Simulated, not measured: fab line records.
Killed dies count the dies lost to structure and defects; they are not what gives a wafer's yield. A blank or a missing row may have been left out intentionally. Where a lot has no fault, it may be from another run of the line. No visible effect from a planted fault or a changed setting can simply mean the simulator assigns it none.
Chamber matching -- flow nand harc -- NHARC_P_M1_STRIP_18 on rie diel-12 has 4 sister chambers
The step strips in N2/H2. 18 wafers are shown with their chamber, then 9 later ones without.

EACH WAFER AND ITS CHAMBER
wafer,chamber,oes product au (a.u.),throttle valve pct (%),rf vpp V (V)
L079.2,3,0.998,14.181,90.3
L079.5,2,0.980,14.174,89.8
L079.6,3,0.992,14.158,89.5
L080.3,2,0.995,14.173,90.9
L080.4,1,0.988,14.168,90.8
L080.6,2,0.988,14.162,88.2
L082.2,2,0.994,14.184,89.9
L082.4,0,1.011,14.168,89.6
L082.5,1,0.998,14.171,89.4
L086.4,2,0.994,14.184,90.7
L086.5,2,0.987,14.177,89.9
L086.6,3,1.007,14.172,90.3
L090.4,1,1.013,14.169,91.2
L090.5,2,0.991,14.179,90.4
L090.6,1,1.012,14.164,88.4
L091.3,3,0.989,14.166,90.6
L091.4,0,0.996,14.161,88.4
L091.5,1,1.016,14.175,89.9

SIGNATURES, as means of the wafers listed above
reading,chamber 0,chamber 1,chamber 2,chamber 3,scatter within a chamber
oes product au,1.00350,1.00540,0.98986,0.99650,0.00863
throttle valve pct,14.16450,14.16940,14.17614,14.16925,0.00717
rf vpp V,89.000,89.940,89.971,90.175,0.892
Rule: a wafer lies at a distance from a chamber equal to the root of the sum of squares, over the readings, of (its reading less the chamber's mean, divided by the reading's scatter). If the next closest chamber is less than 2 further off than the closest, the wafer can't be placed; otherwise it belongs to the closest. The scatter: the root of (the sum of the squares of (reading less its chamber's mean) over the shown wafers, divided by (wafers less chambers)).

WAFERS WHOSE CHAMBER IS MISSING
wafer,oes product au (a.u.),throttle valve pct (%),rf vpp V (V)
L092.3,0.981,14.179,90.7
L092.4,0.999,14.172,89.9
L092.5,0.991,14.178,90.7
L095.1,1.004,14.193,89.8
L095.4,1.001,14.163,90.4
L095.5,1.003,14.184,91.1
L097.1,0.979,14.159,89.9
L097.3,0.998,14.184,90.9
L097.5,1.003,14.183,90.7

THE CHAMBER EACH PASSED THROUGH
wafer,from the rows above,in truth
L092.3,can't be placed: 2 or 3 or 1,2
L092.4,can't be placed: 3 or 1 or 2 or 0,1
L092.5,can't be placed: 2 or 3 or 1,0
L095.1,can't be placed: 2 or 1 or 3 or 0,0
L095.4,can't be placed: 3 or 1 or 0 or 2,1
L095.5,can't be placed: 2 or 3 or 1 or 0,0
L097.1,can't be placed: 3 or 2 or 0 or 1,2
L097.3,can't be placed: 2 or 3 or 1 or 0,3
L097.5,can't be placed: 2 or 1 or 3 or 0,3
Correctly placed: 0 of 9. These rows do not allow placing 9 (true chamber among the candidates in 8). Wrongly placed: 0.
